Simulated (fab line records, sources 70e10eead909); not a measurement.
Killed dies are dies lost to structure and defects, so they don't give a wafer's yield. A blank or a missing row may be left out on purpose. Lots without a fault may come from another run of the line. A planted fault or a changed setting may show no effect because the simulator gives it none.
Which tool did it? | flow nand_harc | 11 lots, 33 wafers sampled, at 4 steps of a route of 1302

WHAT THE GAUGES READ, wafer by wafer
NHARC_P_STI_CD_MEAS_16.
lot  | measured     | on        | cd_nm (nm)
L075 | day 3 07:42  | cd_sem-01 | 196 200 196
L077 | day 4 01:15  | cd_sem-03 | 199 202 198
L079 | day 5 01:34  | cd_sem-03 | 204 202 205
L081 | day 5 16:56  | cd_sem-03 | 203 204 206
L083 | day 6 15:17  | cd_sem-01 | 201 205 200
L085 | day 7 15:18  | cd_sem-01 | 198 197 203
L087 | day 8 05:32  | cd_sem-03 | 197 195 195
L090 | day 9 11:06  | cd_sem-02 | 200 201 200
L092 | day 10 07:38 | cd_sem-01 | 199 195 199
L094 | day 11 03:38 | cd_sem-01 | 197 196 196
L096 | day 11 23:25 | cd_sem-03 | 198 195 192

WHICH TOOL RAN EACH LOT (tool, then ch and the chambers of the sampled wafers, then the start)
lot  | NHARC_P_ZERO_WELL_DESCUM_54        | NHARC_P_STI_DESCUM_14              | NHARC_P_STI_ETCH_15
L075 | rie_diel-12 ch 0,1,3, day 2 12:00  | rie_diel-13 ch 1,2,3, day 3 07:16  | rie_si-04 ch 1,2,3, day 3 07:33
L077 | rie_diel-04 ch 0,1,2, day 3 07:53  | rie_diel-05 ch 0,2,3, day 4 00:49  | rie_si-04 ch 1,3, day 4 01:06
L079 | rie_diel-12 ch 0,1,3, day 4 05:53  | rie_diel-13 ch 1,2,3, day 5 01:08  | rie_si-05 ch 1,2,3, day 5 01:25
L081 | rie_diel-01 ch 1,2,3, day 4 23:47  | rie_diel-05 ch 1,3, day 5 16:29    | rie_si-04 ch 0,2,3, day 5 16:47
L083 | rie_diel-04 ch 0,2, day 5 19:47    | rie_diel-13 ch 0,1, day 6 14:49    | rie_si-06 ch 1,2, day 6 15:05
L085 | rie_diel-12 ch 0,3, day 6 15:56    | rie_diel-05 ch 1,2,3, day 7 14:50  | rie_si-05 ch 0,2, day 7 15:09
L087 | rie_diel-12 ch 0,1, day 7 12:02    | rie_diel-05 ch 1,3, day 8 05:04    | rie_si-05 ch 0,3, day 8 05:22
L090 | rie_diel-12 ch 1,2,3, day 8 18:13  | rie_diel-05 ch 0,1,3, day 9 10:38  | rie_si-04 ch 0,2,3, day 9 10:54
L092 | rie_diel-01 ch 0,1, day 9 14:29    | rie_diel-13 ch 0,1, day 10 07:10   | rie_si-05 ch 1,2,3, day 10 07:30
L094 | rie_diel-04 ch 0,1, day 10 10:05   | rie_diel-13 ch 0,1,2, day 11 03:11 | rie_si-06 ch 1,2,3, day 11 03:29
L096 | rie_diel-01 ch 0,1,3, day 11 06:31 | rie_diel-13 ch 1,2,3, day 11 23:00 | rie_si-04 ch 0,1,2, day 11 23:17
- NHARC_P_ZERO_WELL_DESCUM_54: chemistry O2, time 3 s.
- NHARC_P_STI_DESCUM_14: chemistry O2, time 3 s.
- NHARC_P_STI_ETCH_15: etches the open film in HBr/Cl2, target depth 300 nm, time 100.1 s.

THE ANSWER, worked out from the rows above alone
Rule: what is usual is taken from the lots themselves. Put in order of their means at a reading, lots are off if they are a third of the lots or fewer, leave a main group of 4 or more, and stand apart from it by a gap of 3 or more times the standard deviation of the main group's means; of several such gaps the widest counts. A main group whose means are all the same, to the digits that the tables above print for the reading, isn't used. A lot without any number at a reading at which 4 lots or more have one is off too. The other lots that the step has rows for count as sound.
No lot is off at any reading shown: from this, nothing can be told.

WHAT THE SIMULATOR HAD PUT IN
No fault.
